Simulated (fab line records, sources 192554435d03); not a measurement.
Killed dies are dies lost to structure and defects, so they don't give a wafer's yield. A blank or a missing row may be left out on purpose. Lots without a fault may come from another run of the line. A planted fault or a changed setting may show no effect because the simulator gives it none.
Split-lot experiment | flow n5_finfet | 7 lots, 39 wafers read, on a route of 1938 steps

THE SPLIT
At N5_BEOL_M13_SPUTTER_43 (material TaN, target thk 15 nm, time 24.19 s), the setting target_thk_a was moved away from the recipe's 150 angstrom on 12 of the 39 wafers read, by -39.1% to +51.3%. The other wafers ran this setting at the recipe's value.

The reading is taken at the split's own step.

THE READING
TaN_of_BEOL_M13_SPUTTER_43.thk_nm (the simulator's own value, which no gauge read), in nm, at N5_BEOL_M13_SPUTTER_43 (material TaN, target thk 15 nm, time 24.19 s). The file gives no usual value for it. The 27 wafers here that ran the recipe average 15.0 nm, standard deviation 0.24 nm.

wafer  | tool, chamber at the split | target_thk_a as run, angstrom | against the recipe | TaN_of_BEOL_M13_SPUTTER_43.thk_nm, nm | against lot-mates on the recipe
L075.1 | pvd_sputter-03, -          | 150                           | recipe             | 15                                    | -
L075.2 | pvd_sputter-03, -          | 150                           | recipe             | 15.2                                  | -
L075.3 | pvd_sputter-03, -          | 150                           | recipe             | 15.2                                  | -
L075.5 | pvd_sputter-03, -          | 150                           | recipe             | 15.2                                  | -
L075.6 | pvd_sputter-03, -          | 150                           | recipe             | 15.2                                  | -
L075.4 | pvd_sputter-03, -          | 150                           | recipe             | 15.4                                  | -
L078.1 | pvd_sputter-03, -          | 150                           | recipe             | 15.2                                  | -
L078.3 | pvd_sputter-03, -          | 150                           | recipe             | 15                                    | -
L078.4 | pvd_sputter-03, -          | 150                           | recipe             | 15                                    | -
L082.1 | pvd_sputter-01, -          | 150                           | recipe             | 15.2                                  | -
L082.5 | pvd_sputter-01, -          | 150                           | recipe             | 15.2                                  | -
L082.2 | pvd_sputter-01, -          | 205.5                         | +37.0%             | 20.8                                  | +5.7
L082.3 | pvd_sputter-01, -          | 205.5                         | +37.0%             | 20.6                                  | +5.5
L082.6 | pvd_sputter-01, -          | 205.5                         | +37.0%             | 20.6                                  | +5.5
L082.4 | pvd_sputter-01, -          | 150                           | recipe             | 15                                    | -
L081.1 | pvd_sputter-03, -          | 226.9                         | +51.3%             | 22.4                                  | +7.7
L081.2 | pvd_sputter-03, -          | 226.9                         | +51.3%             | 22.4                                  | +7.7
L081.3 | pvd_sputter-03, -          | 150                           | recipe             | 14.6                                  | -
L081.6 | pvd_sputter-03, -          | 150                           | recipe             | 14.6                                  | -
L081.4 | pvd_sputter-03, -          | 150                           | recipe             | 15                                    | -
L081.5 | pvd_sputter-03, -          | 226.9                         | +51.3%             | 22.6                                  | +7.9
L087.1 | pvd_sputter-03, -          | 150                           | recipe             | 15                                    | -
L087.4 | pvd_sputter-03, -          | 150                           | recipe             | 15                                    | -
L087.2 | pvd_sputter-03, -          | 105.1                         | -29.9%             | 10.4                                  | -4.7
L087.6 | pvd_sputter-03, -          | 105.1                         | -29.9%             | 10.4                                  | -4.7
L087.3 | pvd_sputter-03, -          | 150                           | recipe             | 15.2                                  | -
L087.5 | pvd_sputter-03, -          | 105.1                         | -29.9%             | 10.6                                  | -4.5
L096.1 | pvd_sputter-01, -          | 150                           | recipe             | 14.8                                  | -
L096.3 | pvd_sputter-01, -          | 150                           | recipe             | 14.8                                  | -
L096.6 | pvd_sputter-01, -          | 150                           | recipe             | 14.8                                  | -
L096.2 | pvd_sputter-01, -          | 150                           | recipe             | 14.6                                  | -
L096.4 | pvd_sputter-01, -          | 150                           | recipe             | 14.6                                  | -
L096.5 | pvd_sputter-01, -          | 150                           | recipe             | 14.6                                  | -
L097.1 | pvd_sputter-01, -          | 91.33                         | -39.1%             | 9.2                                   | -5.7
L097.2 | pvd_sputter-01, -          | 150                           | recipe             | 14.8                                  | -
L097.3 | pvd_sputter-01, -          | 150                           | recipe             | 14.8                                  | -
L097.4 | pvd_sputter-01, -          | 91.33                         | -39.1%             | 9                                     | -5.9
L097.6 | pvd_sputter-01, -          | 91.33                         | -39.1%             | 9                                     | -5.9
L097.5 | pvd_sputter-01, -          | 150                           | recipe             | 15.2                                  | -

THE FIT
A straight line over all 39 wafers: TaN_of_BEOL_M13_SPUTTER_43.thk_nm changes by +0.15 nm for each +1% of target_thk_a; r = +1.00; the points scatter about the line by 0.22 nm.
The same after taking each lot's own level away (the mean of its wafers on the recipe; 39 wafers): +0.151 nm for each +1%; r = +1.00; scatter 0.12 nm.
On that fit, the largest move of target_thk_a shifts the reading by 7.7 nm.
The lots' own levels span 14.70 to 15.20 nm, that is 2.1 times the standard deviation above.
So the lot-to-lot level changes the slope little: the two slopes agree.
Check: with one of the wafers moved furthest among these (+51.3%) left out of the fit, the line predicts +7.73 nm for it against its lot-mates. It came out at +7.67 nm against them.

OTHER SPLITS ON THESE WAFERS
These wafers also went through other splits before the reading. Each is held against what the fit with the lots' levels taken away leaves over:
other split on the same wafers | wafers away from the commonest value | r with TaN_of_BEOL_M13_SPUTTER_43.thk_nm (lot level and that fit taken away)
N5_BEOL_M13_ILD_DEP_00 time_s  | 18                                   | +0.27

THE FILE'S OWN FIT
TaN_of_BEOL_M13_SPUTTER_43.thk_nm changes by +0.151 nm for each +1% of target_thk_a, r = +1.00.
